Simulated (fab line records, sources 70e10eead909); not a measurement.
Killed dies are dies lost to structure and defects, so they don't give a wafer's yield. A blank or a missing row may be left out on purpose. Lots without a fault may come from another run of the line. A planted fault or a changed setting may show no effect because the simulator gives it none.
Which tool did it? | flow nand_harc | 7 lots, 21 wafers sampled, at 3 steps of a route of 1302

WHAT THE GAUGES READ, wafer by wafer
NHARC_A_ONON_D1_THK_MEAS_08: measures by ellipsometry.
lot  | measured     | on            | thk_nm (nm)
L349 | day 8 07:45  | film_metro-02 | 989 988 990
L353 | day 9 17:01  | film_metro-02 | 1001 1001 1001
L356 | day 11 08:20 | film_metro-01 | 991 991 989
L360 | day 12 11:25 | film_metro-01 | 1001 1000 999
L362 | day 14 05:26 | film_metro-02 | 966 966 968
L367 | day 15 15:22 | film_metro-01 | 1001 1001 1550
L370 | day 17 03:55 | film_metro-01 | 990 991 991

WHICH TOOL RAN EACH LOT (tool, then ch and the chambers of the sampled wafers, then the start)
lot  | NHARC_P_BONDPAD_ACTIVATE_29        | NHARC_A_ONON_D1_DEP_06
L349 | rie_diel-13 ch 1,2,3, day 7 07:16  | pecvd_onon-04 ch 0, day 8 07:18
L353 | rie_diel-12 ch 0,3, day 8 16:56    | pecvd_onon-01 ch 0, day 9 16:34
L356 | rie_diel-08 ch 0,3, day 10 07:25   | pecvd_onon-02 ch 0, day 11 07:49
L360 | rie_diel-13 ch 2,3, day 11 10:23   | pecvd_onon-02 ch 0, day 12 10:55
L362 | rie_diel-08 ch 0,1,3, day 13 03:11 | pecvd_onon-01 ch 0, day 14 04:56
L367 | rie_diel-08 ch 0,2,3, day 14 15:32 | pecvd_onon-01 ch 0, day 15 14:51
L370 | rie_diel-12 ch 0,3, day 16 00:32   | pecvd_onon-04 ch 0, day 17 03:23
- NHARC_P_BONDPAD_ACTIVATE_29: chemistry N2, time 60 s.
- NHARC_A_ONON_D1_DEP_06: target thk 1000 nm.

THE ANSWER, worked out from the rows above alone
Rule: what is usual is taken from the lots themselves. Put in order of their means at a reading, lots are off if they are a third of the lots or fewer, leave a main group of 4 or more, and stand apart from it by a gap of 3 or more times the standard deviation of the main group's means; of several such gaps the widest counts. A main group whose means are all the same, to the digits that the tables above print for the reading, isn't used. A lot without any number at a reading at which 4 lots or more have one is off too. The other lots that the step has rows for count as sound.
Off: L367, at NHARC_A_ONON_D1_THK_MEAS_08 (thk_nm). The main group: mean 990 nm, standard deviation 11.
A tool fits if, at a process step before that reading, it ran every lot that is off, and no sound lot after the first of them. The gauges at NHARC_A_ONON_D1_THK_MEAS_08 are tried like those tools. Can't be told from this: 2 tools fit, rie_diel-08 at NHARC_P_BONDPAD_ACTIVATE_29, pecvd_onon-01 at NHARC_A_ONON_D1_DEP_06.

WHAT THE SIMULATOR HAD PUT IN
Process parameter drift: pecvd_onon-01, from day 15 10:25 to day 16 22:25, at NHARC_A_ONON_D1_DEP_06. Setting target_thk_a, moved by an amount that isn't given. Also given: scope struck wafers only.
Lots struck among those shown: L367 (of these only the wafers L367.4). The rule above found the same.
